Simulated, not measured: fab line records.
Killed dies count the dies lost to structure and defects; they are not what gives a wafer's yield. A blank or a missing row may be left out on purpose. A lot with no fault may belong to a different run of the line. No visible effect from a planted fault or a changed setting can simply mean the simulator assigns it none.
Chamber matching | flow nandHarc | NHARC_A_STAIRCASE_TRIM_229 on rieDiel-04: 4 sister chambers
The step chemistry O2, time 211.2 s. 16 wafers are shown with their chamber, then 8 later ones without.

## WAFERS PAIRED WITH THEIR CHAMBERS
wafer  | chamber | drypumpMotorCurrentA (A) | showerheadPlenumPTorr (Torr) | rfVppV (V)
L075.1 | 3       | 6.1                      | 3.45                         | 56.4
L075.2 | 1       | 6.8                      | 3.64                         | 57.8
L075.4 | 0       | 6.1                      | 3.32                         | 57.5
L077.1 | 3       | 6.1                      | 3.45                         | 58.3
L077.3 | 0       | 6.1                      | 3.31                         | 57.3
L077.5 | 1       | 6.8                      | 3.63                         | 58.3
L081.2 | 2       | 6.3                      | 3.41                         | 57.4
L081.5 | 3       | 6.0                      | 3.44                         | 57.1
L081.6 | 0       | 6.1                      | 3.30                         | 57.1
L083.1 | 0       | 6.1                      | 3.30                         | 57.5
L083.2 | 2       | 6.3                      | 3.40                         | 55.8
L083.6 | 1       | 6.8                      | 3.62                         | 58.6
L088.2 | 1       | 6.8                      | 3.61                         | 58.0
L088.4 | 3       | 6.1                      | 3.42                         | 57.0
L088.5 | 1       | 6.7                      | 3.61                         | 57.7
L090.2 | 1       | 6.8                      | 3.61                         | 58.5

SIGNATURES, as means of the wafers listed above
reading               | chamber 0 | chamber 1 | chamber 2 | chamber 3 | scatter within a chamber
drypumpMotorCurrentA  | 6.100     | 6.783     | 6.300     | 6.075     | 0.0363
showerheadPlenumPTorr | 3.3075    | 3.6200    | 3.4050    | 3.4400    | 0.012
rfVppV                | 57.350    | 58.150    | 56.600    | 57.200    | 0.576
Rule: a wafer's distance from a chamber is the root of the sum, over the readings, of the square of ((its reading less the chamber's mean) divided by the reading's scatter). If the next closest chamber is less than 2 further off than the closest, the wafer can't be placed; otherwise it belongs to the closest. The scatter: take each reading less its chamber's mean, square it, sum over the shown wafers, divide by the number of wafers less the number of chambers, and take the root.

## WAFERS MISSING THEIR CHAMBER
wafer  | drypumpMotorCurrentA (A) | showerheadPlenumPTorr (Torr) | rfVppV (V)
L090.3 | 6.0                      | 3.42                         | 57.5
L090.4 | 6.3                      | 3.39                         | 56.3
L092.1 | 6.0                      | 3.42                         | 57.6
L092.3 | 6.3                      | 3.39                         | 57.4
L092.6 | 6.1                      | 3.81                         | 57.2
L095.1 | 6.1                      | 3.80                         | 58.2
L095.3 | 6.0                      | 3.41                         | 57.6
L095.5 | 6.0                      | 3.41                         | 57.3

## EACH ONE'S CHAMBER
wafer  | from the rows above | in truth
L090.3 | 3                   | 3
L090.4 | 2                   | 2
L092.1 | 3                   | 3
L092.3 | 2                   | 2
L092.6 | 1                   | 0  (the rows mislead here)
L095.1 | 1                   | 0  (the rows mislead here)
L095.3 | 3                   | 3
L095.5 | 3                   | 3
Correct placement for 6 of the 8. Not placeable from these rows: 0. Number placed wrongly: 2.
